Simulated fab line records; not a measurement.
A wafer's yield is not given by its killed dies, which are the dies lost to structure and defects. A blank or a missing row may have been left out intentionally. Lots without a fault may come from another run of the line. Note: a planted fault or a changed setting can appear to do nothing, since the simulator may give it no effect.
Which tool is to blame? | flow nand_harc | Sampling: 23 lots, 69 wafers, 6 of 1302 route steps

== WHAT THE GAUGES READ, wafer by wafer ==
The record holds no reading of a measuring or inspecting step that can be judged against a usual standard deviation.

== EACH LOT AND THE TOOL THAT RAN IT (in order: tool; ch and the chambers of the sampled wafers; start) ==
lot  | NHARC_A_STAIRCASE_ETCH_17                     | NHARC_A_STAIRCASE_TRIM_187         | NHARC_A_STAIRCASE_TRIM_189                    | NHARC_A_STAIRCASE_ETCH_197                    | NHARC_A_STAIRCASE_ETCH_201                    | NHARC_A_STAIRCASE_DESCUM_312
L075 | rie_diel-13 ch 0,1, day 16 04:55 or earlier   | rie_diel-08 ch 0,1,2, day 16 04:55 | rie_diel-08 ch 0,3, day 17 14:59 or earlier   | rie_diel-08 ch 0,1, day 17 14:59 or earlier   | rie_diel-08 ch 2,3, day 17 14:59 or earlier   | rie_diel-13 ch 0,1, day 17 14:59
L074 | rie_diel-11 ch 0,2,3, day 16 06:02 or earlier | rie_diel-11 ch 0,1,2, day 16 06:02 | rie_diel-11 ch 1,3, day 17 16:50 or earlier   | rie_diel-08 ch 1,2,3, day 17 16:50 or earlier | rie_diel-08 ch 1,2,3, day 17 16:50 or earlier | rie_diel-11 ch 2,3, day 17 16:50
L076 | rie_diel-11 ch 0,1,2, day 16 13:07 or earlier | rie_diel-11 ch 0,1,2, day 16 13:07 | rie_diel-11 ch 0,1,2, day 17 17:49 or earlier | rie_diel-13 ch 0,1,3, day 17 17:49 or earlier | rie_diel-13 ch 0,2,3, day 17 17:49 or earlier | rie_diel-08 ch 0,1,2, day 17 17:49
L077 | rie_diel-13 ch 0,2, day 17 01:42 or earlier   | rie_diel-13 ch 1,2,3, day 17 01:42 | rie_diel-13 ch 0,2, day 18 05:30 or earlier   | rie_diel-11 ch 0,2,3, day 18 05:30 or earlier | rie_diel-11 ch 0,1,3, day 18 05:30 or earlier | rie_diel-13 ch 2,3, day 18 05:30
L078 | rie_diel-08 ch 0,2,3, day 17 23:37 or earlier | rie_diel-08 ch 0,3, day 17 23:37   | rie_diel-08 ch 0,1, day 19 00:55 or earlier   | rie_diel-13 ch 0,1,3, day 19 00:55 or earlier | rie_diel-13 ch 0,2,3, day 19 00:55 or earlier | rie_diel-08 ch 0,1,2, day 19 00:55
L079 | rie_diel-11 ch 1,2,3, day 18 05:32 or earlier | rie_diel-08 ch 0,1, day 18 05:32   | rie_diel-08 ch 1,3, day 19 07:50 or earlier   | rie_diel-08 ch 0,1, day 19 07:50 or earlier   | rie_diel-08 ch 0,3, day 19 07:50 or earlier   | rie_diel-13 ch 1,2, day 19 07:50
L082 | rie_diel-11 ch 0,3, day 18 21:11 or earlier   | rie_diel-11 ch 0,2,3, day 18 21:11 | rie_diel-11 ch 0,3, day 19 23:46 or earlier   | rie_diel-08 ch 0,1,3, day 19 23:46 or earlier | rie_diel-08 ch 1,2, day 19 23:46 or earlier   | rie_diel-08 ch 1,2, day 19 23:46
L080 | rie_diel-08 ch 2,3, day 18 22:16 or earlier   | rie_diel-13 ch 1,2,3, day 18 22:16 | rie_diel-13 ch 0,2,3, day 20 00:36 or earlier | rie_diel-08 ch 0,1, day 20 00:36 or earlier   | rie_diel-08 ch 0,1,3, day 20 00:36 or earlier | rie_diel-11 ch 0,2,3, day 20 00:36
L081 | rie_diel-13 ch 1,2,3, day 19 17:43 or earlier | rie_diel-13 ch 0,1,3, day 19 17:43 | rie_diel-13 ch 0,2,3, day 20 21:26 or earlier | rie_diel-11 ch 0,1,2, day 20 21:26 or earlier | rie_diel-11 ch 0,2,3, day 20 21:26 or earlier | rie_diel-11 ch 0,1,2, day 20 21:26
L083 | rie_diel-13 ch 2,3, day 20 02:56 or earlier   | rie_diel-13 ch 2,3, day 20 02:56   | rie_diel-13 ch 0,1,3, day 21 04:13 or earlier | rie_diel-13 ch 2,3, day 21 04:13 or earlier   | rie_diel-13 ch 2,3, day 21 04:13 or earlier   | rie_diel-13 ch 0,1,2, day 21 04:13
L085 | rie_diel-08 ch 1,2, day 20 09:09 or earlier   | rie_diel-11 ch 0,2, day 20 09:09   | rie_diel-11 ch 0,3, day 21 10:24 or earlier   | rie_diel-11 ch 0,1,2, day 21 10:24 or earlier | rie_diel-11 ch 1,3, day 21 10:24 or earlier   | rie_diel-13 ch 0,1,2, day 21 10:24
L086 | rie_diel-08 ch 0,3, day 21 09:05 or earlier   | rie_diel-13 ch 0,2,3, day 21 09:05 | rie_diel-13 ch 0,2,3, day 22 10:52 or earlier | rie_diel-11 ch 0,2,3, day 22 10:52 or earlier | rie_diel-11 ch 0,1, day 22 10:52 or earlier   | rie_diel-13 ch 0,1,3, day 22 10:52
L087 | rie_diel-08 ch 1,2,3, day 22 00:25 or earlier | rie_diel-13 ch 1,2,3, day 22 00:25 | rie_diel-13 ch 1,2,3, day 23 00:29 or earlier | rie_diel-13 ch 1,2,3, day 23 00:29 or earlier | rie_diel-13 ch 0,1,2, day 23 00:29 or earlier | rie_diel-08 ch 0,2,3, day 23 00:29
L088 | rie_diel-08 ch 0,3, day 22 01:13 or earlier   | rie_diel-11 ch 0,1,3, day 22 01:13 | rie_diel-11 ch 1,2,3, day 23 02:22 or earlier | rie_diel-11 ch 0,1, day 23 02:22 or earlier   | rie_diel-11 ch 0,1,2, day 23 02:22 or earlier | rie_diel-13 ch 0,2, day 23 02:22
L091 | rie_diel-11 ch 2,3, day 22 10:25 or earlier   | rie_diel-08 ch 0,2,3, day 22 10:25 | rie_diel-08 ch 1,2,3, day 23 09:41 or earlier | rie_diel-13 ch 0,2,3, day 23 09:41 or earlier | rie_diel-13 ch 0,1,2, day 23 09:41 or earlier | rie_diel-08 ch 1,2,3, day 23 09:41
L089 | rie_diel-11 ch 0,1,2, day 22 10:41 or earlier | rie_diel-11 ch 1,2, day 22 10:41   | rie_diel-11 ch 0,1,3, day 23 09:59 or earlier | rie_diel-11 ch 0,1,3, day 23 09:59 or earlier | rie_diel-11 ch 0,3, day 23 09:59 or earlier   | rie_diel-11 ch 0,1,3, day 23 09:59
L090 | rie_diel-08 ch 1,2,3, day 22 16:23 or earlier | rie_diel-08 ch 1,2,3, day 22 16:23 | rie_diel-08 ch 0,1,3, day 23 17:34 or earlier | rie_diel-11 ch 0,2,3, day 23 17:34 or earlier | rie_diel-11 ch 0,1,2, day 23 17:34 or earlier | rie_diel-13 ch 0,1,2, day 23 17:34
L092 | rie_diel-13 ch 0,1,3, day 23 04:08 or earlier | rie_diel-13 ch 1,3, day 23 04:08   | rie_diel-13 ch 0,1,2, day 24 03:25 or earlier | rie_diel-13 ch 0,3, day 24 03:25 or earlier   | rie_diel-13 ch 0,3, day 24 03:25 or earlier   | rie_diel-08 ch 1,2, day 24 03:25
L095 | rie_diel-13 ch 0,2,3, day 24 05:30 or earlier | rie_diel-13 ch 0,2,3, day 24 05:30 | rie_diel-13 ch 0,2,3, day 25 06:55 or earlier | rie_diel-13 ch 0,2,3, day 25 06:55 or earlier | rie_diel-13 ch 1,2,3, day 25 06:55 or earlier | rie_diel-13 ch 0,1,2, day 25 06:55
L094 | rie_diel-11 ch 0,2,3, day 24 06:16 or earlier | rie_diel-08 ch 1,2,3, day 24 06:16 | rie_diel-08 ch 1,2,3, day 25 08:47 or earlier | rie_diel-08 ch 2,3, day 25 08:47 or earlier   | rie_diel-08 ch 0,2, day 25 08:47 or earlier   | rie_diel-13 ch 1,2,3, day 25 08:47
L093 | rie_diel-13 ch 0,1, day 24 11:47 or earlier   | rie_diel-11 ch 0,1,3, day 24 11:47 | rie_diel-11 ch 0,3, day 25 12:53 or earlier   | rie_diel-13 ch 0,2,3, day 25 12:53 or earlier | rie_diel-13 ch 0,1,3, day 25 12:53 or earlier | rie_diel-08 ch 0,2, day 25 12:53
L096 | rie_diel-08 ch 0,1,3, day 24 23:03 or earlier | rie_diel-13 ch 0,1, day 24 23:03   | rie_diel-13 ch 0,2, day 26 09:38 or earlier   | rie_diel-11 ch 1,2,3, day 26 09:38 or earlier | rie_diel-11 ch 0,1, day 26 09:38 or earlier   | rie_diel-08 ch 1,2,3, day 26 09:38
L097 | rie_diel-13 ch 0,1, day 25 12:23 or earlier   | rie_diel-11 ch 0,2,3, day 25 12:23 | rie_diel-11 ch 1,2,3, day 26 15:59 or earlier | rie_diel-13 ch 0,1,2, day 26 15:59 or earlier | rie_diel-13 ch 0,1,2, day 26 15:59 or earlier | rie_diel-13 ch 0,1, day 26 15:59
- NHARC_A_STAIRCASE_ETCH_17: etches the open film in C4F8/O2, target depth 100 nm, time 40.5 s.
- NHARC_A_STAIRCASE_TRIM_187: chemistry O2, time 211.2 s.
- NHARC_A_STAIRCASE_TRIM_189: chemistry O2, time 211.2 s.
- NHARC_A_STAIRCASE_ETCH_197: etches the open film in C4F8/O2, target depth 100 nm, time 40.5 s.
- NHARC_A_STAIRCASE_ETCH_201: etches the open film in C4F8/O2, target depth 100 nm, time 40.5 s.
- NHARC_A_STAIRCASE_DESCUM_312: chemistry O2, time 3 s.

== AS READ BY THE TOOLS THEMSELVES (means over the sampled wafers that have a number; for cases with no such wafer, the mark the record gives instead) ==
NHARC_A_STAIRCASE_ETCH_17.
lot  | tool        | oes_product_au (a.u.) | rf_fwd_power_W (W) | rf_vpp_V (V)
L075 | rie_diel-13 | 0.944                 | 592.0              | 891
L074 | rie_diel-11 | 0.937                 | 592.0              | 894
L076 | rie_diel-11 | 0.933                 | 591.2              | 892
L077 | rie_diel-13 | 0.959                 | 596.1              | 903
L078 | rie_diel-08 | 0.933                 | 590.7              | 903
L079 | rie_diel-11 | 0.943                 | 593.4              | 895
L082 | rie_diel-11 | 0.948                 | 589.8              | 891
L080 | rie_diel-08 | 0.936                 | 595.1              | 902
L081 | rie_diel-13 | 0.946                 | 591.4              | 897
L083 | rie_diel-13 | 0.939                 | 592.9              | 901
L085 | rie_diel-08 | 0.936                 | 591.9              | 895
L086 | rie_diel-08 | 0.952                 | 595.0              | 904
L087 | rie_diel-08 | 0.939                 | 595.7              | 897
L088 | rie_diel-08 | 0.930                 | 595.2              | 905
L091 | rie_diel-11 | 0.933                 | 591.3              | 896
L089 | rie_diel-11 | 0.943                 | 591.6              | 892
L090 | rie_diel-08 | 0.930                 | 591.7              | 897
L092 | rie_diel-13 | 0.939                 | 593.4              | 893
L095 | rie_diel-13 | 0.938                 | 594.4              | 899
L094 | rie_diel-11 | 0.935                 | 591.3              | 892
L093 | rie_diel-13 | 0.951                 | 590.4              | 890
L096 | rie_diel-08 | 0.950                 | 592.5              | 900
L097 | rie_diel-13 | 0.937                 | 593.7              | 891

NHARC_A_STAIRCASE_TRIM_187.
lot  | tool        | drypump_motor_current_A (A) | oes_product_au (a.u.) | rf_vpp_V (V) | showerhead_plenum_p_Torr (Torr) | throttle_valve_pct (%)
L075 | rie_diel-08 | 5.6                         | 1.011                 | 57.3         | 3.43                            | 17.044
L074 | rie_diel-11 | 6.3                         | 0.995                 | 57.2         | 3.42                            | 17.047
L076 | rie_diel-11 | 6.3                         | 0.993                 | 57.2         | 3.42                            | 17.043
L077 | rie_diel-13 | 6.2                         | 1.003                 | 58.5         | 3.57                            | 17.033
L078 | rie_diel-08 | 5.8                         | 1.000                 | 57.9         | 3.78                            | 17.040
L079 | rie_diel-08 | 5.4                         | 1.008                 | 58.8         | 3.68                            | 17.042
L082 | rie_diel-11 | 6.3                         | 1.007                 | 57.5         | 3.45                            | 17.048
L080 | rie_diel-13 | 6.2                         | 1.002                 | 58.5         | 3.56                            | 17.040
L081 | rie_diel-13 | 5.8                         | 1.004                 | 58.3         | 3.46                            | 17.036
L083 | rie_diel-13 | 5.9                         | 1.015                 | 58.6         | 3.64                            | 17.033
L085 | rie_diel-11 | 6.3                         | 1.000                 | 57.5         | 3.36                            | 17.032
L086 | rie_diel-13 | 5.6                         | 1.000                 | 58.3         | 3.61                            | 17.027
L087 | rie_diel-13 | 6.2                         | 0.999                 | 58.2         | 3.55                            | 17.032
L088 | rie_diel-11 | 6.2                         | 0.995                 | 57.3         | 3.43                            | 17.037
L091 | rie_diel-08 | 5.6                         | 0.995                 | 57.9         | 3.69                            | 17.026
L089 | rie_diel-11 | 6.5                         | 0.988                 | 57.4         | 3.45                            | 17.037
L090 | rie_diel-08 | 6.1                         | 0.998                 | 57.8         | 3.57                            | 17.039
L092 | rie_diel-13 | 6.4                         | 0.996                 | 57.2         | 3.38                            | 17.026
L095 | rie_diel-13 | 5.7                         | 0.997                 | 58.3         | 3.60                            | 17.035
L094 | rie_diel-08 | 6.1                         | 1.004                 | 58.3         | 3.56                            | 17.046
L093 | rie_diel-11 | 6.2                         | 1.010                 | 56.7         | 3.42                            | 17.033
L096 | rie_diel-13 | 6.1                         | 1.005                 | 56.9         | 3.36                            | 17.036
L097 | rie_diel-11 | 6.3                         | 0.994                 | 57.7         | 3.42                            | 17.042

NHARC_A_STAIRCASE_TRIM_189.
lot  | tool        | drypump_motor_current_A (A) | oes_product_au (a.u.) | rf_vpp_V (V) | showerhead_plenum_p_Torr (Torr) | throttle_valve_pct (%)
L075 | rie_diel-08 | 5.3                         | 1.002                 | 57.3         | 3.44                            | 17.028
L074 | rie_diel-11 | 6.1                         | 0.994                 | 57.6         | 3.54                            | 17.040
L076 | rie_diel-11 | 6.3                         | 0.994                 | 57.3         | 3.42                            | 17.044
L077 | rie_diel-13 | 5.7                         | 1.003                 | 57.4         | 3.71                            | 17.030
L078 | rie_diel-08 | 6.0                         | 1.009                 | 57.6         | 3.57                            | 17.039
L079 | rie_diel-08 | 6.4                         | 1.001                 | 57.3         | 3.55                            | 17.033
L082 | rie_diel-11 | 6.1                         | 1.004                 | 57.4         | 3.48                            | 17.036
L080 | rie_diel-13 | 5.7                         | 1.001                 | 57.7         | 3.62                            | 17.045
L081 | rie_diel-13 | 5.6                         | 1.003                 | 57.3         | 3.62                            | 17.035
L083 | rie_diel-13 | 5.8                         | 1.004                 | 57.6         | 3.46                            | 17.040
L085 | rie_diel-11 | 6.2                         | 1.002                 | 57.7         | 3.39                            | 17.040
L086 | rie_diel-13 | 5.6                         | 0.998                 | 57.6         | 3.61                            | 17.027
L087 | rie_diel-13 | 6.1                         | 0.993                 | 57.8         | 3.55                            | 17.022
L088 | rie_diel-11 | 6.3                         | 0.993                 | 57.9         | 3.48                            | 17.041
L091 | rie_diel-08 | 6.1                         | 0.993                 | 58.1         | 3.57                            | 17.038
L089 | rie_diel-11 | 6.2                         | 1.003                 | 57.5         | 3.43                            | 17.034
L090 | rie_diel-08 | 5.9                         | 0.985                 | 57.8         | 3.65                            | 17.039
L092 | rie_diel-13 | 5.9                         | 0.993                 | 57.6         | 3.52                            | 17.032
L095 | rie_diel-13 | 5.6                         | 0.993                 | 57.8         | 3.60                            | 17.042
L094 | rie_diel-08 | 6.1                         | 1.003                 | 57.9         | 3.56                            | 17.033
L093 | rie_diel-11 | 6.1                         | 1.003                 | 57.5         | 3.46                            | 17.040
L096 | rie_diel-13 | 5.7                         | 1.004                 | 57.8         | 3.67                            | 17.036
L097 | rie_diel-11 | 6.3                         | 0.990                 | 58.2         | 3.46                            | 17.037

NHARC_A_STAIRCASE_ETCH_197.
lot  | tool        | oes_product_au (a.u.) | rf_fwd_power_W (W) | rf_vpp_V (V)
L075 | rie_diel-08 | 0.963                 | 596.3              | 889
L074 | rie_diel-08 | 0.971                 | 592.8              | 899
L076 | rie_diel-13 | 0.961                 | 593.6              | 893
L077 | rie_diel-11 | 0.967                 | 591.8              | 893
L078 | rie_diel-13 | 0.968                 | 592.1              | 895
L079 | rie_diel-08 | 0.936                 | 592.6              | 898
L082 | rie_diel-08 | 0.970                 | 594.8              | 901
L080 | rie_diel-08 | 0.976                 | 594.5              | 897
L081 | rie_diel-11 | 0.959                 | 592.5              | 892
L083 | rie_diel-13 | 0.947                 | 594.0              | 902
L085 | rie_diel-11 | 0.943                 | 594.0              | 891
L086 | rie_diel-11 | 0.967                 | 591.1              | 892
L087 | rie_diel-13 | 0.944                 | 590.5              | 896
L088 | rie_diel-11 | 0.949                 | 591.6              | 890
L091 | rie_diel-13 | 0.945                 | 594.9              | 899
L089 | rie_diel-11 | 0.936                 | 591.8              | 891
L090 | rie_diel-11 | 0.931                 | 593.3              | 892
L092 | rie_diel-13 | 0.931                 | 592.4              | 896
L095 | rie_diel-13 | 0.933                 | 593.0              | 898
L094 | rie_diel-08 | 0.952                 | 594.5              | 898
L093 | rie_diel-13 | 0.965                 | 594.4              | 899
L096 | rie_diel-11 | 0.957                 | 592.1              | 894
L097 | rie_diel-13 | 0.965                 | 591.9              | 896

NHARC_A_STAIRCASE_ETCH_201.
lot  | tool        | oes_product_au (a.u.) | rf_fwd_power_W (W) | rf_vpp_V (V)
L075 | rie_diel-08 | 0.945                 | 595                | 900
L074 | rie_diel-08 | 0.962                 | 593                | 899
L076 | rie_diel-13 | 0.940                 | 594                | 899
L077 | rie_diel-11 | 0.944                 | 588                | 893
L078 | rie_diel-13 | 0.951                 | 595                | 900
L079 | rie_diel-08 | 0.938                 | 595                | 905
L082 | rie_diel-08 | 0.952                 | 590                | 894
L080 | rie_diel-08 | 0.954                 | 594                | 900
L081 | rie_diel-11 | 0.949                 | 590                | 894
L083 | rie_diel-13 | 0.949                 | 593                | 900
L085 | rie_diel-11 | 0.937                 | 590                | 896
L086 | rie_diel-11 | 0.949                 | 591                | 889
L087 | rie_diel-13 | 0.943                 | 594                | 897
L088 | rie_diel-11 | 0.941                 | 593                | 891
L091 | rie_diel-13 | 0.943                 | 594                | 895
L089 | rie_diel-11 | 0.941                 | 590                | 893
L090 | rie_diel-11 | 0.946                 | 593                | 892
L092 | rie_diel-13 | 0.936                 | 590                | 896
L095 | rie_diel-13 | 0.954                 | 592                | 897
L094 | rie_diel-08 | 0.948                 | 594                | 902
L093 | rie_diel-13 | 0.935                 | 592                | 892
L096 | rie_diel-11 | 0.945                 | 591                | 890
L097 | rie_diel-13 | 0.949                 | 594                | 896

NHARC_A_STAIRCASE_DESCUM_312.
lot  | tool        | drypump_motor_current_A (A) | oes_product_au (a.u.) | rf_vpp_V (V) | showerhead_plenum_p_Torr (Torr) | throttle_valve_pct (%)
L075 | rie_diel-13 | 5.6                         | 0.996                 | 57.3         | 1.87                            | 11.310
L074 | rie_diel-11 | 6.4                         | 1.017                 | 57.7         | 1.90                            | 11.320
L076 | rie_diel-08 | 5.6                         | 1.005                 | 58.0         | 1.96                            | 11.322
L077 | rie_diel-13 | 5.9                         | 1.001                 | 57.8         | 1.98                            | 11.311
L078 | rie_diel-08 | 5.6                         | 1.003                 | 58.2         | 1.95                            | 11.308
L079 | rie_diel-13 | 6.2                         | 1.010                 | 57.8         | 1.98                            | 11.300
L082 | rie_diel-08 | 5.8                         | 0.999                 | 58.7         | 1.91                            | 11.315
L080 | rie_diel-11 | 6.3                         | 1.009                 | 57.9         | 1.86                            | 11.310
L081 | rie_diel-11 | 6.3                         | 0.995                 | 57.2         | 1.84                            | 11.300
L083 | rie_diel-13 | 5.9                         | 0.999                 | 58.1         | 1.91                            | 11.310
L085 | rie_diel-13 | 5.9                         | 1.004                 | 57.2         | 1.91                            | 11.314
L086 | rie_diel-13 | 5.8                         | 0.993                 | 57.3         | 1.87                            | 11.314
L087 | rie_diel-08 | 5.6                         | 0.995                 | 59.0         | 2.01                            | 11.307
L088 | rie_diel-13 | 5.7                         | 0.997                 | 58.1         | 2.00                            | 11.312
L091 | rie_diel-08 | 6.1                         | 0.995                 | 58.2         | 1.94                            | 11.308
L089 | rie_diel-11 | 6.2                         | 1.000                 | 57.9         | 1.85                            | 11.319
L090 | rie_diel-13 | 5.9                         | 0.997                 | 58.3         | 1.91                            | 11.311
L092 | rie_diel-08 | 5.8                         | 1.012                 | 57.6         | 1.90                            | 11.307
L095 | rie_diel-13 | 5.9                         | 0.997                 | 57.3         | 1.90                            | 11.315
L094 | rie_diel-13 | 6.2                         | 0.998                 | 58.4         | 1.92                            | 11.318
L093 | rie_diel-08 | 5.0                         | 1.009                 | 58.3         | 2.00                            | 11.307
L096 | rie_diel-08 | 6.1                         | 1.012                 | 58.8         | 1.93                            | 11.317
L097 | rie_diel-13 | 6.1                         | 1.001                 | 57.4         | 1.81                            | 11.317

== THE ANSWER, worked out from the rows above alone ==
Rule: the lots themselves supply what counts as usual. Put in order of their means at a reading, lots are off if they are a third of the lots or fewer, leave a main group of 4 or more, and stand apart from it by a gap of 3 or more times the standard deviation of the main group's means; of several such gaps the widest counts. The tables above print the reading to a certain number of digits; a main group whose means all agree to those digits is not used. Also off: a lot with no number at a reading for which 4 or more lots have one. Where the step has rows for the other lots, those lots are counted as sound. Order of review: gauges by route order, followed by the tools' own readings, for which a lot's mean as printed above is used. At the first step where some lot is off, the reading lying furthest off is the one used; lots without a number count as furthest.
No lot is off at any reading shown: from this, nothing can be told.

== WHAT WAS PUT IN BY THE SIMULATOR ==
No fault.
